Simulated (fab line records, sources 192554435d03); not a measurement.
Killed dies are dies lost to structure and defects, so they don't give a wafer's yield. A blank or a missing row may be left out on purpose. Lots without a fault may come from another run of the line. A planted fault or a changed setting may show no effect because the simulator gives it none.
Chamber matching | flow n5_finfet | N5_BEOL_M13_ETCH_68 on rie_diel-01: 4 sister chambers
The step etches SOC in N2/H2, time 355 s. 4 wafers are shown with their chamber, then 8 later ones without.

WAFERS WITH THEIR CHAMBER
wafer  | chamber | showerhead_plenum_p_Torr (Torr)
L082.3 | 2       | 2.61
L091.1 | 3       | 2.50
L091.2 | 1       | 2.47
L092.1 | 0       | 2.55

WAFERS WITHOUT THEIR CHAMBER
wafer  | showerhead_plenum_p_Torr (Torr)
L092.3 | 2.61
L092.4 | 2.46
L095.1 | 2.60
L095.2 | 2.46
L095.4 | 2.54
L093.1 | 2.46
L093.5 | 2.60
L093.6 | 2.46

WHICH CHAMBER EACH WENT THROUGH
wafer  | from the rows above | in truth
L092.3 | 2                   | 2
L092.4 | 1                   | 1
L095.1 | 2                   | 2
L095.2 | 1                   | 1
L095.4 | 0                   | 0
L093.1 | 1                   | 1
L093.5 | 2                   | 2
L093.6 | 1                   | 1
Placed correctly: 8 of 8. Can't be placed from these rows: 0. Placed wrongly: 0.
How it was worked out, from the rows above alone: a wafer's distance from a chamber is the root of the sum, over the readings, of the square of ((its reading less the chamber's mean) divided by the reading's scatter). The wafer belongs to the nearest chamber; if the next one is less than 2 further off, it can't be placed. A chamber's mean is the mean of its shown wafers. The scatter: with one shown wafer a chamber, the root of the mean of the squares of how far each hidden wafer lies from its nearest shown one.
